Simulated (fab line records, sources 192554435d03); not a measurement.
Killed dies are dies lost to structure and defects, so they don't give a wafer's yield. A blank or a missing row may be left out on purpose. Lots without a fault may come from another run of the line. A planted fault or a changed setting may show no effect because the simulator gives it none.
Which tool did it? | flow n5_finfet | 24 lots, 72 wafers sampled, at 5 steps of a route of 1938

WHAT THE GAUGES READ, wafer by wafer
N5_MOL_CONTACT_COAG_INSPECT_10: inspects for defects (brightfield).
lot  | measured     | on                | raw_defect_count
L074 | day 4 19:52  | defect_inspect-01 | 63 67 94
L075 | day 4 20:23  | defect_inspect-02 | 85 58 88
L076 | day 5 04:11  | defect_inspect-01 | 60 73 68
L077 | day 5 14:19  | defect_inspect-02 | 46 74 38
L078 | day 5 20:32  | defect_inspect-01 | 86 106 98
L079 | day 6 00:42  | defect_inspect-02 | 43 66 74
L080 | day 6 06:10  | defect_inspect-02 | 24 40 33
L081 | day 6 09:38  | defect_inspect-01 | 112 53 41
L082 | day 6 14:49  | defect_inspect-01 | 76 58 37
L083 | day 6 21:58  | defect_inspect-01 | 142 36 47
L084 | day 7 06:55  | defect_inspect-02 | 57 69 56
L085 | day 7 15:01  | defect_inspect-02 | 48 93 62
L086 | day 7 19:24  | defect_inspect-02 | 39 113 91
L087 | day 8 00:25  | defect_inspect-01 | 65 57 60
L088 | day 8 05:13  | defect_inspect-01 | 54 50 35
L089 | day 8 10:51  | defect_inspect-02 | 91 74 62
L090 | day 8 15:50  | defect_inspect-02 | 50 55 71
L091 | day 9 01:36  | defect_inspect-01 | 67 63 66
L092 | day 9 08:57  | defect_inspect-02 | 116 61 73
L093 | day 9 19:21  | defect_inspect-02 | 43 126 61
L094 | day 9 22:59  | defect_inspect-02 | 81 109 80
L095 | day 10 02:10 | defect_inspect-01 | 99 153 86
L096 | day 10 08:30 | defect_inspect-02 | 67 82 80
L097 | day 10 10:22 | defect_inspect-01 | 55 48 58

N5_MOL_CONTACT_COAG_INSPECT_57: inspects for defects (brightfield).
lot  | measured     | on                | raw_defect_count
L074 | day 5 06:37  | defect_inspect-01 | 133 149 152
L075 | day 5 06:00  | defect_inspect-02 | 201 207 199
L076 | day 5 12:15  | defect_inspect-02 | 177 206 141
L077 | day 6 01:34  | defect_inspect-02 | 162 156 136
L078 | day 6 06:02  | defect_inspect-02 | 177 167 228
L079 | day 6 11:50  | defect_inspect-02 | 180 139 194
L080 | day 6 15:18  | defect_inspect-02 | 176 233 133
L081 | day 6 18:19  | defect_inspect-02 | 156 173 124
L082 | day 7 01:25  | defect_inspect-01 | 143 140 189
L083 | day 7 12:14  | defect_inspect-01 | 108 139 119
L084 | day 7 16:02  | defect_inspect-02 | 187 156 167
L085 | day 8 02:22  | defect_inspect-02 | 190 182 169
L086 | day 8 06:59  | defect_inspect-02 | 149 175 182
L087 | day 8 09:48  | defect_inspect-01 | 189 277 283
L088 | day 8 16:45  | defect_inspect-01 | 214 225 193
L089 | day 8 19:49  | defect_inspect-01 | 347 249 282
L090 | day 9 03:13  | defect_inspect-01 | 229 185 165
L091 | day 9 10:30  | defect_inspect-01 | 249 166 169
L092 | day 9 18:54  | defect_inspect-01 | 147 182 149
L093 | day 10 07:06 | defect_inspect-02 | 99 119 125
L094 | day 10 07:36 | defect_inspect-02 | 262 211 245
L095 | day 10 10:19 | defect_inspect-02 | 193 228 225
L096 | day 10 17:31 | defect_inspect-01 | 131 187 136
L097 | day 10 20:26 | defect_inspect-02 | 246 239 197

WHICH TOOL RAN EACH LOT (tool, then ch and the chambers of the sampled wafers, then the start)
lot  | N5_MOL_CONTACT_COAG_ETCH_105       | N5_MOL_CONTACT_COAG_PRE_CLEAN_141 | N5_MOL_CONTACT_COAG_CO_FILL_22
L074 | rie_diel-04 ch 0,2, day 4 19:57    | pvd_sputter-01, day 4 22:49       | cvd_co-01 ch 0,1, day 4 22:59
L075 | rie_diel-02 ch 0,2,3, day 4 20:34  | pvd_sputter-01, day 4 22:39       | cvd_co-02 ch 0,1, day 4 22:53
L076 | rie_diel-06 ch 0,1,2, day 5 04:20  | pvd_sputter-01, day 5 06:10       | cvd_co-01 ch 0,1, day 5 06:20
L077 | rie_diel-02 ch 0,2,3, day 5 14:24  | pvd_sputter-03, day 5 19:31       | cvd_co-02 ch 0,2, day 5 19:41
L078 | rie_diel-04 ch 1,2,3, day 5 20:37  | pvd_sputter-02, day 5 23:16       | cvd_co-01 ch 0,2, day 5 23:27
L079 | rie_diel-02 ch 1,2,3, day 6 00:47  | pvd_sputter-02, day 6 04:38       | cvd_co-02 ch 0,1, day 6 04:49
L080 | rie_diel-04 ch 0,1,2, day 6 06:16  | pvd_sputter-03, day 6 08:40       | cvd_co-01 ch 0,2, day 6 08:50
L081 | rie_diel-06 ch 0,1,2, day 6 09:44  | pvd_sputter-01, day 6 12:07       | cvd_co-02 ch 0,1,2, day 6 12:39
L082 | rie_diel-02 ch 0,2,3, day 6 14:55  | pvd_sputter-03, day 6 16:38       | cvd_co-02 ch 1,2, day 6 16:53
L083 | rie_diel-02 ch 0,1,3, day 6 22:03  | pvd_sputter-02, day 7 00:45       | cvd_co-01 ch 1,2, day 7 00:56
L084 | rie_diel-04 ch 0,2,3, day 7 07:08  | pvd_sputter-02, day 7 09:10       | cvd_co-01 ch 0,1,2, day 7 09:20
L085 | rie_diel-06 ch 0,1,2, day 7 15:07  | pvd_sputter-01, day 7 18:38       | cvd_co-01 ch 0,1, day 7 18:49
L086 | rie_diel-04 ch 2,3, day 7 19:29    | pvd_sputter-03, day 7 23:16       | cvd_co-01 ch 0,1,2, day 7 23:27
L087 | rie_diel-02 ch 1,2,3, day 8 00:30  | pvd_sputter-01, day 8 03:21       | cvd_co-01 ch 0,1,2, day 8 03:32
L088 | rie_diel-04 ch 0,1,2, day 8 05:19  | pvd_sputter-03, day 8 08:23       | cvd_co-02 ch 0,1, day 8 08:35
L089 | rie_diel-02 ch 2,3, day 8 10:56    | pvd_sputter-03, day 8 12:43       | cvd_co-01 ch 1,2, day 8 12:55
L090 | rie_diel-06 ch 0,2,3, day 8 15:55  | pvd_sputter-03, day 8 19:13       | cvd_co-02 ch 1,2, day 8 19:25
L091 | rie_diel-02 ch 1,2,3, day 9 01:41  | pvd_sputter-02, day 9 03:17       | cvd_co-01 ch 0,1, day 9 03:28
L092 | rie_diel-06 ch 0,3, day 9 09:02    | pvd_sputter-02, day 9 11:17       | cvd_co-02 ch 0,1,2, day 9 11:30
L093 | rie_diel-02 ch 2,3, day 9 19:37    | pvd_sputter-01, day 10 00:53      | cvd_co-01 ch 1,2, day 10 01:04
L094 | rie_diel-04 ch 0,2, day 9 23:05    | pvd_sputter-01, day 10 01:32      | cvd_co-01 ch 0,1,2, day 10 01:43
L095 | rie_diel-04 ch 1,2,3, day 10 02:16 | pvd_sputter-01, day 10 03:52      | cvd_co-02 ch 1,2, day 10 04:03
L096 | rie_diel-04 ch 0,1,2, day 10 08:47 | pvd_sputter-01, day 10 11:18      | cvd_co-02 ch 1,2, day 10 11:29
L097 | rie_diel-04 ch 0,3, day 10 10:55   | pvd_sputter-03, day 10 13:44      | cvd_co-01 ch 0,1,2, day 10 13:58
- N5_MOL_CONTACT_COAG_ETCH_105: etches SiARC in CF4, target depth 15.6 nm, time 26 s.
- N5_MOL_CONTACT_COAG_PRE_CLEAN_141: time 60 s.
- N5_MOL_CONTACT_COAG_CO_FILL_22: material Co, precursor CCTBA/H2, target thk 20 nm.

WHAT THE TOOLS THEMSELVES READ (means of the sampled wafers that have a number; where no wafer has one, the mark that the record gives instead)
N5_MOL_CONTACT_COAG_ETCH_105.
lot  | tool        | drypump_motor_current_A (A) | etch_rf_on_time_s (s) | oes_product_au (a.u.) | rf_vpp_V (V) | showerhead_plenum_p_Torr (Torr) | throttle_valve_pct (%)
L074 | rie_diel-04 | 5.9                         | 25.5                  | 0.78                  | 184.7        | 2.19                            | 15.14
L075 | rie_diel-02 | 5.3                         | 25.9                  | 0.71                  | 184.1        | 2.16                            | 15.61
L076 | rie_diel-06 | 5.7                         | 26.0                  | 0.66                  | 184.1        | 2.14                            | 15.66
L077 | rie_diel-02 | 5.3                         | 25.8                  | 0.69                  | 183.1        | 2.15                            | 15.62
L078 | rie_diel-04 | 5.4                         | 25.3                  | 0.71                  | 183.9        | 2.16                            | 15.50
L079 | rie_diel-02 | 5.8                         | 25.5                  | 0.78                  | 185.2        | 2.18                            | 15.43
L080 | rie_diel-04 | 5.6                         | 25.5                  | 0.72                  | 183.9        | 2.17                            | 15.34
L081 | rie_diel-06 | 5.7                         | 26.0                  | 0.74                  | 183.9        | 2.14                            | 15.51
L082 | rie_diel-02 | 5.3                         | 26.0                  | 0.68                  | 183.9        | 2.15                            | 15.64
L083 | rie_diel-02 | 5.9                         | 26.1                  | 0.72                  | 183.8        | 2.13                            | 15.52
L084 | rie_diel-04 | 5.6                         | 25.7                  | 0.73                  | 184.4        | 2.17                            | 15.32
L085 | rie_diel-06 | 5.7                         | 26.3                  | 0.70                  | 184.4        | 2.13                            | 15.53
L086 | rie_diel-04 | 5.3                         | 25.6                  | 0.74                  | 185.0        | 2.17                            | 15.40
L087 | rie_diel-02 | 5.9                         | 25.7                  | 0.75                  | 185.2        | 2.17                            | 15.47
L088 | rie_diel-04 | 5.6                         | 25.9                  | 0.70                  | 184.5        | 2.16                            | 15.38
L089 | rie_diel-02 | 5.6                         | 25.7                  | 0.73                  | 184.5        | 2.22                            | 15.47
L090 | rie_diel-06 | 5.6                         | 26.1                  | 0.65                  | 183.2        | 2.11                            | 15.64
L091 | rie_diel-02 | 5.8                         | 25.5                  | 0.74                  | 183.9        | 2.17                            | 15.48
L092 | rie_diel-06 | 5.3                         | 26.3                  | 0.60                  | 184.0        | 2.11                            | 15.78
L093 | rie_diel-02 | 5.6                         | 25.5                  | 0.72                  | 185.3        | 2.22                            | 15.49
L094 | rie_diel-04 | 5.9                         | 25.3                  | 0.73                  | 184.4        | 2.18                            | 15.22
L095 | rie_diel-04 | 5.4                         | 25.6                  | 0.68                  | 183.7        | 2.15                            | 15.56
L096 | rie_diel-04 | 5.6                         | 25.4                  | 0.69                  | 183.9        | 2.15                            | 15.41
L097 | rie_diel-04 | 5.8                         | 25.9                  | 0.68                  | 184.5        | 2.16                            | 15.47

N5_MOL_CONTACT_COAG_PRE_CLEAN_141.
lot  | tool           | heater_power_w (W) | susceptor_temp_C (C)
L074 | pvd_sputter-01 | 517                | 300.02
L075 | pvd_sputter-01 | 536                | 299.99
L076 | pvd_sputter-01 | 474                | 300.06
L077 | pvd_sputter-03 | 424                | 300.31
L078 | pvd_sputter-02 | 469                | 299.90
L079 | pvd_sputter-02 | 521                | 299.93
L080 | pvd_sputter-03 | 443                | 300.07
L081 | pvd_sputter-01 | 472                | 300.07
L082 | pvd_sputter-03 | 434                | 300.18
L083 | pvd_sputter-02 | 466                | 299.93
L084 | pvd_sputter-02 | 502                | 300.08
L085 | pvd_sputter-01 | 494                | 299.92
L086 | pvd_sputter-03 | 463                | 300.15
L087 | pvd_sputter-01 | 535                | 299.88
L088 | pvd_sputter-03 | 437                | 299.99
L089 | pvd_sputter-03 | 435                | 299.77
L090 | pvd_sputter-03 | 418                | 299.96
L091 | pvd_sputter-02 | 534                | 299.92
L092 | pvd_sputter-02 | 532                | 300.31
L093 | pvd_sputter-01 | 526                | 299.80
L094 | pvd_sputter-01 | 466                | 299.96
L095 | pvd_sputter-01 | 486                | 299.95
L096 | pvd_sputter-01 | 494                | 299.93
L097 | pvd_sputter-03 | 459                | 300.07

N5_MOL_CONTACT_COAG_CO_FILL_22.
lot  | tool      | heater_power_w (W) | susceptor_temp_C (C)
L074 | cvd_co-01 | 229                | 199.97
L075 | cvd_co-02 | 224                | 199.98
L076 | cvd_co-01 | 222                | 200.07
L077 | cvd_co-02 | 239                | 199.86
L078 | cvd_co-01 | 218                | 200.19
L079 | cvd_co-02 | 255                | 199.94
L080 | cvd_co-01 | 220                | 200.00
L081 | cvd_co-02 | 249                | 199.89
L082 | cvd_co-02 | 265                | 199.86
L083 | cvd_co-01 | 231                | 199.98
L084 | cvd_co-01 | 220                | 199.95
L085 | cvd_co-01 | 226                | 200.00
L086 | cvd_co-01 | 226                | 200.03
L087 | cvd_co-01 | 227                | 199.84
L088 | cvd_co-02 | 254                | 200.01
L089 | cvd_co-01 | 233                | 200.09
L090 | cvd_co-02 | 271                | 199.93
L091 | cvd_co-01 | 226                | 200.01
L092 | cvd_co-02 | 245                | 199.91
L093 | cvd_co-01 | 229                | 199.98
L094 | cvd_co-01 | 230                | 200.01
L095 | cvd_co-02 | 271                | 199.97
L096 | cvd_co-02 | 270                | 200.11
L097 | cvd_co-01 | 229                | 199.92

THE ANSWER, worked out from the rows above alone
Rule: what is usual is taken from the lots themselves. Put in order of their means at a reading, lots are off if they are a third of the lots or fewer, leave a main group of 4 or more, and stand apart from it by a gap of 3 or more times the standard deviation of the main group's means; of several such gaps the widest counts. A main group whose means are all the same, to the digits that the tables above print for the reading, isn't used. A lot without any number at a reading at which 4 lots or more have one is off too. The other lots that the step has rows for count as sound. The gauges are gone through in route order, then the tools' own readings, and for those a lot's mean is taken as printed above. The first step at which some lot is off is used, and at that step the reading that is off furthest; a lot without a number counts as furthest.
No lot is off at any reading shown: from this, nothing can be told.

WHAT THE SIMULATOR HAD PUT IN
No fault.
